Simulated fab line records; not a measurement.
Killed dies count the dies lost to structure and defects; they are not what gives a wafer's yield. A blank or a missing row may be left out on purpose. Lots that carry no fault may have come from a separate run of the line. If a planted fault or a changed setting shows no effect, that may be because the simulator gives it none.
What tool caused it?	flow nand-harc	Sampling: 12 lots, 36 wafers, 5 of 1159 route steps

== WHAT THE GAUGES SHOWED, per wafer ==
NHARC_HYBRID_BOND_OVL_MEAS_05. Usual: overlay-x-nm -2 nm, standard deviation 34; overlay-y-nm -2 nm, standard deviation 33.
lot	measured	on	overlay-x-nm (nm)	overlay-y-nm (nm)	flag
L297	day 18 21:05	overlay-02	-14 -42 1	2 -16 31	
L299	day 18 21:07	overlay-01	1 -28 -61	-15 -20 19	
L300	day 19 15:14	overlay-02	28 -48 -6	-20 -40 13	
L301	day 18 21:05	overlay-01	14 56 -16	-43 8 -40	
L302	day 19 08:45	overlay-02	-15	-3	
L303	day 20 20:58	overlay-02	13 -4	-58 21	
L313	day 21 19:34	overlay-01	-93 21 6	15 -11 -7	
L316	day 23 18:23	overlay-02	47 1 -64	27 12 -30	
L317	day 23 05:13	overlay-02	-19 -12 -16	4 -10 51	
L318	day 24 12:35	overlay-01	15 -33 37	-44 -66 44	
L319	day 24 18:46	overlay-01	-22 -67 -29	-5 52 5	
L320	day 24 04:03	overlay-02	8 -33 56	24 41 -66	

NHARC_END_SORT_01. Usual: defect-limited-yield 95.3 %, standard deviation 1.6; killed-at-array 27, standard deviation 11; killed-at-other 0.7, standard deviation 1.1; killed-at-periphery 3.6, standard deviation 2.4; killed-dies 32, standard deviation 11; killed-open 3.3, standard deviation 1.8; killed-short 2.1, standard deviation 1.5; sort_bin_2_pct 1.4 %, standard deviation 0.64; sort_bin_3_pct 0.29 %, standard deviation 0.22; sort_bin_4_pct 3.0 %, standard deviation 1.1; sort-n-pass 645, standard deviation 11; sort-rim-yield-pct 95 %, standard deviation 3.5; sort-yield-pct 95.3 %, standard deviation 1.6.
lot	measured	on	defect-limited-yield (%)	killed-at-array	killed-at-other	killed-at-periphery	killed-dies	killed-open	killed-short	sort_bin_2_pct (%)	sort_bin_3_pct (%)	sort_bin_4_pct (%)	sort-n-pass	sort-rim-yield-pct (%)	sort-yield-pct (%)	flag
L300	day 20 14:00	prober-02	94.7 97.2 94.8	32 18 32	0 0 0	4 1 3	36 19 35	3 1 4	3 0 2	2.4 1.3 1.6	0.74 0 0.15	2.2 1.5 3.4	641 658 642	93 95 93	94.7 97.2 94.8	
L302	day 20 06:16	prober-01	95.3 0 0	29 15 14	1 2 0	2 660 663	32 677 677	7 3 0	3 2 1	2.2 97.5 97.9	0.30 0.15 0.30	2.2 2.4 1.8	645 0 0	99 0 0	95.3 0 0	OFF
L303	day 22 05:55	prober-02	95.7 0 94.1	29 28 34	0 1 3	0 648 3	29 677 40	3 7 5	3 2 3	1.3 96.8 2.2	0.15 0 0.74	2.8 3.2 3.0	648 0 637	93 0 99	95.7 0 94.1	OFF

== WHAT TOOL EACH LOT RAN ON (gives the tool, then ch and the chambers of the sampled wafers, and finally the start) ==
lot	NHARC_P_M0_DEP_00	NHARC_A_BONDPAD_CMP_19	NHARC_HYBRID_BOND_ACTIVATE_00
L297	pecvd-01 ch 0,1, day 5 14:47	cmp-01 ch 0,3, day 18 05:26	rie-diel-04 ch 0,1,3, day 18 06:03
L299	pecvd-02 ch 0,1, day 6 09:43	cmp-04 ch 1,3, day 18 12:47	rie-diel-04 ch 0,1, day 18 13:22
L300	pecvd-02 ch 0,2, day 6 15:23	cmp-01 ch 0,1,2, day 19 05:02	rie-diel-04 ch 0,3, day 19 05:36
L301	pecvd-01 ch 0,1, day 6 18:51	cmp-04 ch 0,1,3, day 18 06:05	rie-diel-08 ch 1,2, day 18 06:37
L302	pecvd-02 ch 1,2, day 6 23:38	cmp-04 ch 3, day 18 19:11	rie-diel-04 ch 1, day 18 19:41
L303	pecvd-02 ch 0,1,2, day 7 08:54	cmp-04 ch 1,3, day 20 08:55	rie-diel-04 ch 1,2, day 20 09:29
L313	pecvd-01 ch 0,2, day 9 10:37	cmp-02 ch 0,3, day 21 07:53	rie-diel-04 ch 0,1, day 21 08:28
L316	pecvd-01 ch 1,2, day 10 12:35	cmp-04 ch 0,2,3, day 23 08:01	rie-diel-04 ch 0,1,3, day 23 08:40
L317	pecvd-02 ch 1,2, day 10 16:05	cmp-04 ch 1,3, day 22 17:14	rie-diel-04 ch 1,2,3, day 22 17:52
L318	pecvd-02 ch 0,1,2, day 11 01:38	cmp-02 ch 1,2,3, day 24 02:14	rie-diel-04 ch 1,2,3, day 24 02:49
L319	pecvd-02 ch 0,1, day 11 06:51	cmp-01 ch 1,2,3, day 24 08:34	rie-diel-04 ch 0,1,3, day 24 09:09
L320	pecvd-02 ch 1,2, day 11 07:39	cmp-02 ch 0,1,2, day 23 17:13	rie-diel-04 ch 2,3, day 23 17:44
- NHARC_P_M0_DEP_00: deposits SiOC, target thk 150 nm.
- NHARC_A_BONDPAD_CMP_19: polishes, t overpolish 30 s, cu recess touch 16 s, target thk 169.8 nm.
- NHARC_HYBRID_BOND_ACTIVATE_00: chemistry N2, time 60 s.

== WHAT THE TOOLS THEMSELVES READ (means of the sampled wafers that have a number; where no wafer has one, the mark that the record gives instead) ==
NHARC_P_M0_DEP_00. Usual: 4.999 Torr for chamber-pressure-Torr, sd 0.011.
lot	tool	chamber-pressure-Torr (Torr)	flag
L297	pecvd-01	5.005	
L299	pecvd-02	4.995	
L300	pecvd-02	4.998	
L301	pecvd-01	5.004	
L302	pecvd-02	4.994	
L303	pecvd-02	5.004	
L313	pecvd-01	5.007	
L316	pecvd-01	4.991	
L317	pecvd-02	4.994	
L318	pecvd-02	4.995	
L319	pecvd-02	5.004	
L320	pecvd-02	4.997	

NHARC_A_BONDPAD_CMP_19. Usual: motor-current-A 12.3 A, standard deviation 1.3; overpolish-run-s 29.999 s, standard deviation 0.01.
lot	tool	motor-current-A (A)	overpolish-run-s (s)	flag
L297	cmp-01	13.9	29.998	
L299	cmp-04	11.0	29.999	
L300	cmp-01	13.0	29.993	
L301	cmp-04	11.1	29.997	
L302	cmp-04	10.1	29.992	
L303	cmp-04	11.4	29.987	
L313	cmp-02	12.5	30.001	
L316	cmp-04	11.1	30.002	
L317	cmp-04	10.8	29.997	
L318	cmp-02	12.7	29.998	
L319	cmp-01	13.7	29.990	
L320	cmp-02	12.1	30.004	

NHARC_HYBRID_BOND_ACTIVATE_00. Usual: drypump-motor-current-A 5.7 A, standard deviation 0.34; oes-product-au 0.996 a.u., standard deviation 0.012; rf-vpp-V 64.3 V, standard deviation 0.91; showerhead-plenum-p-Torr 1.78 Torr, standard deviation 0.078.
lot	tool	drypump-motor-current-A (A)	oes-product-au (a.u.)	rf-vpp-V (V)	showerhead-plenum-p-Torr (Torr)	flag
L297	rie-diel-04	5.9	0.995	65.1	1.82	
L299	rie-diel-04	6.0	0.980	63.7	1.86	
L300	rie-diel-04	5.9	0.995	64.5	1.82	
L301	rie-diel-08	5.7	1.005	64.2	1.65	
L302	rie-diel-04	5.7	0.977	64.5	1.79	
L303	rie-diel-04	5.6	0.996	63.3	1.79	
L313	rie-diel-04	5.9	0.987	64.7	1.82	
L316	rie-diel-04	5.9	0.984	64.2	1.82	
L317	rie-diel-04	5.6	0.997	64.0	1.79	
L318	rie-diel-04	5.6	0.996	64.2	1.79	
L319	rie-diel-04	5.9	0.992	64.9	1.82	
L320	rie-diel-04	5.5	1.005	64.6	1.79	

== THE ANSWER, worked out from the rows above alone ==
Rule: a lot is off if the mean of its wafers that have a number lies more than 3 standard deviations from the usual mean. Also off: a lot with no number at a reading for which 4 or more lots have one. All remaining lots with rows at the step are treated as sound. First the gauges in route order, then the tools' own readings, where a lot's mean is used as printed above. The first step at which some lot is off is used, and at that step the reading that is off furthest; a lot without a number counts as furthest.
Off: L302, L303, at NHARC_END_SORT_01 (killed-at-periphery). Neither off nor sound, because the step has no rows for them: L297, L299, L301, L313, L316, L317, L318, L319, L320.
If a tool, at a process step before that reading, ran all the lots that are off and no sound lot after the first of them, it fits. Gauges at NHARC_END_SORT_01: tried the same way as those tools. Undecided on this evidence; 2 tools fit (pecvd-02 at NHARC_P_M0_DEP_00, cmp-04 at NHARC_A_BONDPAD_CMP_19).

== WHAT WAS PUT IN BY THE SIMULATOR ==
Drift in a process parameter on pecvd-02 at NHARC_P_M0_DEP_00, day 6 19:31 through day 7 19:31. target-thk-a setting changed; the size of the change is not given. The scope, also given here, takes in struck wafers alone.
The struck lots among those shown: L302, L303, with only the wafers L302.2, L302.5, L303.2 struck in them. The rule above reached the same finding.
